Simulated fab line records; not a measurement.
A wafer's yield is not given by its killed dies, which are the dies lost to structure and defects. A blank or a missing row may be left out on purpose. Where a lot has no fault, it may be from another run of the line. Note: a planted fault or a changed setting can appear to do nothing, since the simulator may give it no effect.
fab line records	flow nand_harc
record: lots: 12	wafers: 36	last_day: 34
route steps=1302 shown P_BONDPAD@380 A_SOURCE_PLATE@416 A_ONON_D1@433
lots with no fault: from the same line, run without faults
start_h: hours from the record's first day to the start of the lot's first wafer shown	wait_h: hours from the lot's prior step to this one	" the same as in the row above	L1.1+2: a row that stands for several wafers	- value missing, or start not given	* or withheld: withheld	< > ~ a bound
route shown NAME@n: names a module that has steps shown in the file, with the first one's number in the route	usual: average and standard deviation across the fault-free wafers	same: alike in all rows	chamber/n: place in a boat	sites: each site's reading	_std_site: the values' standard deviation	_edge_site: inner sites' mean taken away from outer sites' mean	radius_mm: for every site, how far away it sits from the centre of the wafer	mask NAME#n: copy n	behind: the most recent tool/chamber to have shaped the wafer	hold: reason for holding the lot/hours on hold/outcome of the hold	device: the n, p or np transistor that did not switch	end of line: tests of these same wafers at the route's end	step lacking rows: just its recipe	killed: at the first sort, the dies lost to defects and structure; wafer yield is something else	map: the dies of a wafer, with x for killed, . for not killed, _ for no die there
set.NAME: setting as actually run; set.NAME@STEP: the setting as run at that earlier step	model.NAME: the simulator's own value behind a step, which no gauge read
steps of the route over a sample of lots; a table a step, a row a wafer
services: a tool's chamber out of use, with start hour (start_h, from the record's first day; less than 0 if before it), hours out, and reason
== steps ==
step: NHARC_P_BONDPAD_CMP_19
recipe: t_overpolish_s: 30	cu_recess_touch_s: 16	target_thk_nm: 160.81
usual: motor_current_A: 11.7/1.2	overpolish_run_s: 30.000/0.0093
lot.wafer	tool	chamber	start_h	wait_h	motor_current_A	overpolish_run_s
L165.1	cmp-04	2	152.88	-	12.9	30.011
L165.3	"	0	"	"	13.1	30.007
L165.5	"	2	"	"	12.7	30.004
L166.3	cmp-02	0	168.30	-	9.9	29.994
L166.2	"	3	"	"	11.8	30.009
L166.5	"	1	"	"	10.2	29.984
L170.2	cmp-04	1	204.31	-	12.2	29.989
L170.1	"	2	"	"	12.3	29.991
L170.5	"	1	"	"	12.4	30.018
L173.2	cmp-02	3	248.08	-	11.5	29.999
L173.6	"	2	"	"	12.3	29.986
L173.5	"	3	"	"	11.2	29.991
L174.4	cmp-02	3	255.36	-	11.3	30.008
L174.3	"	1	"	"	10.0	29.994
L174.5	"	3	"	"	11.3	29.996
L175.3	cmp-02	0	257.34	-	9.0	30.003
L175.5	"	0	"	"	9.9	30.002
L175.6	"	1	"	"	10.3	30.005
L179.3	cmp-02	2	295.37	-	12.6	30.003
L179.5	"	0	"	"	9.9	30.010
L179.6	"	1	"	"	10.2	30.003
L180.1	cmp-02	3	303.33	-	11.6	29.992
L180.2	"	0	"	"	9.5	29.995
L180.5	"	2	"	"	12.6	30.005
L182.1	cmp-03	3	329.37	-	13.0	29.999
L182.2	"	1	"	"	11.6	30.000
L182.6	"	0	"	"	12.5	30.015
L183.3	cmp-04	0	338.28	-	13.0	30.009
L183.4	"	1	"	"	12.4	29.986
L183.2	"	2	"	"	12.4	29.985
L185.4	cmp-04	3	358.95	-	11.4	29.985
L185.1	"	0	"	"	12.7	30.012
L185.6	"	2	"	"	11.8	29.990
L184.1	cmp-02	3	359.50	-	11.7	29.995
L184.2	"	0	"	"	10.5	29.986
L184.5	"	3	"	"	11.0	29.996
step: NHARC_A_SOURCE_PLATE_THK_MEAS_09
recipe: thk_meas_gauge: ellipsometry
usual: thk_nm: 9.8/0.98
lot.wafer	tool	chamber	start_h	wait_h	thk_nm
L165.1	film_metro-01	-	163.75	0.4	10.0
L165.3	"	-	"	"	9.7
L165.5	"	-	"	"	8.7
L166.2	film_metro-01	-	179.01	0.4	9.8
L166.3	"	-	"	"	13.0
L166.5	"	-	"	"	10.1
L170.1	film_metro-01	-	211.89	0.4	10.5
L170.2	"	-	"	"	7.8
L170.5	"	-	"	"	10.8
L173.2	film_metro-02	-	258.21	0.4	10.3
L173.5	"	-	"	"	10.8
L173.6	"	-	"	"	9.7
L175.3	film_metro-02	-	266.03	0.4	9.6
L175.5	"	-	"	"	10.4
L175.6	"	-	"	"	10.5
L174.3	film_metro-01	-	266.03	0.4	10.8
L174.4	"	-	"	"	8.7
L174.5	"	-	"	"	9.1
L179.3	film_metro-01	-	307.93	0.4	11.4
L179.5	"	-	"	"	11.3
L179.6	"	-	"	"	10.4
L180.1	film_metro-02	-	313.89	0.4	8.9
L180.2	"	-	"	"	9.9
L180.5	"	-	"	"	9.8
L182.1	film_metro-01	-	339.55	0.4	9.3
L182.2	"	-	"	"	8.8
L182.6	"	-	"	"	9.5
L183.2	film_metro-02	-	348.97	0.4	8.6
L183.3	"	-	"	"	11.9
L183.4	"	-	"	"	9.3
L185.1	film_metro-01	-	369.06	0.4	11.4
L185.4	"	-	"	"	7.9
L185.6	"	-	"	"	10.0
L184.1	film_metro-02	-	369.06	0.4	9.9
L184.2	"	-	"	"	9.2
L184.5	"	-	"	"	9.2
step: NHARC_A_SOURCE_PLATE_CVD_03
recipe: target_thk_a: 2000	temp_c: 620	pressure_mtorr: 200	time_s: 4000	material: poly-Si
usual: spike_tc_bottom_C: 642/3.2	spike_tc_centre_C: 621.5/1.7	spike_tc_lower_C: 620.2/1.1	spike_tc_top_C: 640.7/1.4	spike_tc_upper_C: 620.7/1.2	zone_power_centre_pct: 9.8/0.32	zone_power_upper_pct: 8.30/0.095
lot.wafer	tool	chamber	start_h	wait_h	spike_tc_bottom_C	spike_tc_centre_C	spike_tc_lower_C	spike_tc_top_C	spike_tc_upper_C	zone_power_centre_pct	zone_power_upper_pct
L165.1	lpcvd_poly-01	0	166.23	-	645	619.3	620.7	640.1	621.6	10.0	8.19
L165.3	"	0	"	"	645	621.5	618.8	642.7	621.0	9.9	8.30
L165.5	"	0	"	"	646	619.7	620.1	640.0	621.7	10.0	8.26
L166.2	lpcvd_poly-04	0	181.61	-	639	622.5	621.4	640.4	618.6	9.5	8.22
L166.3	"	0	"	"	639	625.1	620.9	641.6	621.6	9.4	8.16
L166.5	"	0	"	"	640	621.3	620.4	638.6	620.3	9.2	8.19
L170.1	lpcvd_poly-01	0	214.45	-	645	621.6	621.7	641.3	622.4	10.0	8.26
L170.2	"	0	"	"	642	620.4	619.0	642.3	620.4	10.0	8.17
L170.5	"	0	"	"	646	618.5	622.6	642.0	620.5	10.0	8.15
L173.2	lpcvd_poly-02	0	260.80	-	641	619.7	620.2	641.4	617.7	10.2	8.33
L173.5	"	0	"	"	642	620.3	619.5	641.6	618.7	10.1	8.26
L173.6	"	0	"	"	642	620.5	620.0	642.8	619.1	10.3	8.21
L174.3	lpcvd_poly-04	0	268.60	-	652	636.5	634.8	651.8	633.8	9.9	8.71
L174.4	"	0	"	"	651	635.8	633.9	652.8	634.4	9.9	8.49
L174.5	"	0	"	"	653	637.0	632.3	652.3	633.7	9.8	8.63
L175.3	lpcvd_poly-04	0	268.60	-	651	637.5	632.8	653.6	633.4	9.9	8.60
L175.5	"	0	"	"	652	634.9	632.9	653.6	633.7	9.6	8.82
L175.6	"	0	"	"	653	636.2	632.7	653.1	633.3	9.7	8.68
L179.3	lpcvd_poly-01	0	310.41	-	646	619.0	620.2	642.4	620.2	10.0	8.35
L179.5	"	0	"	"	647	619.6	619.6	641.5	622.9	10.0	8.22
L179.6	"	0	"	"	645	620.8	619.3	641.7	622.3	9.9	8.44
L180.1	lpcvd_poly-01	0	316.38	-	646	621.7	619.0	641.0	622.0	10.0	8.26
L180.2	"	0	"	"	644	619.5	622.1	641.4	622.8	9.9	8.30
L180.5	"	0	"	"	645	621.1	621.8	643.2	622.2	10.0	8.13
L182.1	lpcvd_poly-04	0	342.13	-	638	623.5	620.7	639.5	620.8	9.4	8.31
L182.2	"	0	"	"	641	625.5	621.3	640.3	621.6	9.2	8.40
L182.6	"	0	"	"	637	622.6	619.6	639.7	620.6	9.5	8.43
L183.2	lpcvd_poly-04	0	351.54	-	639	623.7	619.0	638.3	619.5	9.3	8.49
L183.3	"	0	"	"	638	621.6	622.0	639.4	623.3	9.2	8.59
L183.4	"	0	"	"	639	623.9	619.4	639.3	620.9	9.6	8.40
L184.1	lpcvd_poly-04	0	371.63	-	641	623.3	620.7	639.8	623.1	9.4	8.32
L184.2	"	0	"	"	640	622.4	619.5	640.2	621.0	9.4	8.31
L184.5	"	0	"	"	638	624.1	621.3	638.5	620.4	9.4	8.46
L185.1	lpcvd_poly-04	0	371.63	-	638	623.3	621.4	638.8	619.8	9.4	8.19
L185.4	"	0	"	"	638	622.1	618.7	639.0	623.7	9.4	8.23
L185.6	"	0	"	"	638	624.3	619.4	637.9	619.9	9.4	8.24
step: NHARC_A_SOURCE_PLATE_THK_MEAS_06
recipe: thk_meas_gauge: ellipsometry
usual: thk_nm: 200.1/2.2
lot.wafer	tool	chamber	start_h	wait_h	hold	thk_nm
L165.1	film_metro-01	-	177.28	0.4	-	198.6
L165.3	"	-	"	"	-	200.0
L165.5	"	-	"	"	-	198.5
L166.2	film_metro-01	-	192.04	0.4	-	202.5
L166.3	"	-	"	"	-	200.2
L166.5	"	-	"	"	-	201.3
L170.1	film_metro-02	-	224.74	0.4	-	200.3
L170.2	"	-	"	"	-	196.9
L170.5	"	-	"	"	-	198.3
L173.2	film_metro-02	-	270.81	0.4	-	195.8
L173.5	"	-	"	"	-	195.5
L173.6	"	-	"	"	-	199.0
L175.3	film_metro-01	-	280.62	0.4	await_dispo/0.2h/release	272.7
L175.5	"	-	"	"	await_dispo/0.2h/release	273.0
L175.6	"	-	"	"	await_dispo/0.2h/release	273.7
L175.3	film_metro-01	-	280.79	0.2	-	272.4
L175.5	"	-	"	"	-	274.4
L175.6	"	-	"	"	-	273.1
L174.3	film_metro-02	-	280.62	0.4	await_dispo/0.2h/release	270.4
L174.4	"	-	"	"	await_dispo/0.2h/release	269.3
L174.5	"	-	"	"	await_dispo/0.2h/release	273.2
L174.3	film_metro-02	-	280.79	0.2	-	270.1
L174.4	"	-	"	"	-	269.5
L174.5	"	-	"	"	-	273.7
L179.3	film_metro-02	-	323.49	0.4	-	202.0
L179.5	"	-	"	"	-	200.3
L179.6	"	-	"	"	-	199.6
L180.1	film_metro-02	-	330.20	0.4	-	203.1
L180.2	"	-	"	"	-	205.3
L180.5	"	-	"	"	-	203.7
L182.1	film_metro-01	-	352.58	0.4	-	198.9
L182.2	"	-	"	"	-	201.0
L182.6	"	-	"	"	-	200.3
L183.2	film_metro-02	-	362.09	0.4	-	197.3
L183.3	"	-	"	"	-	196.7
L183.4	"	-	"	"	-	197.3
L185.1	film_metro-01	-	382.00	0.4	-	197.2
L185.4	"	-	"	"	-	200.3
L185.6	"	-	"	"	-	200.1
L184.1	film_metro-01	-	382.01	0.4	-	202.3
L184.2	"	-	"	"	-	201.2
L184.5	"	-	"	"	-	201.1
step: NHARC_A_ONON_D1_THK_MEAS_14
recipe: thk_meas_gauge: ellipsometry
usual: thk_nm: 999/7.9
lot.wafer	tool	chamber	start_h	wait_h	thk_nm
L165.1	film_metro-02	-	180.47	-	1001
L165.3	"	-	"	"	1001
L165.5	"	-	"	"	1000
L166.2	film_metro-02	-	194.96	-	986
L166.3	"	-	"	"	987
L166.5	"	-	"	"	989
L170.1	film_metro-01	-	227.79	-	991
L170.2	"	-	"	"	992
L170.5	"	-	"	"	992
L173.2	film_metro-01	-	273.73	-	994
L173.5	"	-	"	"	993
L173.6	"	-	"	"	993
L174.3	film_metro-02	-	292.32	-	999
L174.4	"	-	"	"	999
L174.5	"	-	"	"	998
L175.3	film_metro-02	-	292.48	-	1006
L175.5	"	-	"	"	1004
L175.6	"	-	"	"	1007
L179.3	film_metro-02	-	326.42	-	1001
L179.5	"	-	"	"	1000
L179.6	"	-	"	"	1001
L180.1	film_metro-02	-	333.11	-	994
L180.2	"	-	"	"	995
L180.5	"	-	"	"	994
L182.1	film_metro-01	-	355.50	-	987
L182.2	"	-	"	"	985
L182.6	"	-	"	"	987
L183.2	film_metro-02	-	365.00	-	1001
L183.3	"	-	"	"	1001
L183.4	"	-	"	"	1002
L185.1	film_metro-01	-	384.91	-	1006
L185.4	"	-	"	"	1005
L185.6	"	-	"	"	1004
L184.1	film_metro-01	-	384.93	-	981
L184.2	"	-	"	"	980
L184.5	"	-	"	"	981
== services ==
tool	chamber	start_h	hours	kind
cmp-02	-	136.65	4.0	pm
cmp-02	-	171.64	1.3	repair
cmp-03	-	183.57	4.0	pm
cmp-03	-	187.57	-	consumable_replace:conditioner
cmp-03	-	187.57	-	consumable_replace:pad
cmp-04	-	190.41	0.9	repair
lpcvd_poly-02	-	206.00	26.0	pm
cmp-04	-	209.02	4.0	pm
cmp-02	-	221.09	0.4	repair
cmp-02	-	234.65	4.0	pm
cmp-02	-	238.65	-	consumable_replace:conditioner
cmp-02	-	238.65	-	consumable_replace:pad
cmp-03	-	254.41	8.3	repair
cmp-03	-	281.57	4.0	pm
cmp-04	-	301.83	27.8	repair
cmp-02	-	304.25	3.4	repair
cmp-04	-	329.65	4.0	pm
cmp-03	-	332.20	11.1	repair
cmp-02	-	332.77	4.0	pm
cmp-04	-	333.65	-	consumable_replace:conditioner
cmp-04	-	333.65	-	consumable_replace:pad
cmp-02	-	336.77	-	consumable_replace:conditioner
cmp-02	-	336.77	-	consumable_replace:pad
cmp-02	-	339.65	0.8	repair
== key ==
first_sign: step: NHARC_A_SOURCE_PLATE_CVD_03	reading: spike_tc_lower_C	direction: up	sigmas: 12	usual: 620.2	struck: 633.2
effect: step: NHARC_A_SOURCE_PLATE_CVD_03	reading: spike_tc_upper_C	direction: up	sigmas: 11	usual: 620.7	struck: 633.7
effect: step: NHARC_A_SOURCE_PLATE_THK_MEAS_06	reading: visit	direction: added
effect: step: NHARC_A_SOURCE_PLATE_THK_MEAS_06	reading: thk_nm	direction: up	sigmas: 33	usual: 200.1	struck: 272.1
met_at NHARC_A_SOURCE_PLATE_CVD_03
struck_lots L174,L175
tester_left_out L174,L175
not_acting_at NHARC_P_BONDPAD_CMP_19,NHARC_A_SOURCE_PLATE_THK_MEAS_09,NHARC_A_ONON_D1_THK_MEAS_14
onset_between 181.61 268.60
fault: kind: process_parameter_drift	tool: lpcvd_poly-04	chamber: -	onset_h: 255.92	steps: NHARC_A_SOURCE_PLATE_CVD_03	channel: temp_c	offset: *	shape: step	end_h: 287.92	acts_in: *	stated: *
tester_left_out: of these lots the tester's yield and bins aren't shown, on N5 and GAA mostly nor the transistor test; their killed dies are dies lost to structure and defects alone, not to doping, threshold or leakage, so they don't give the yield
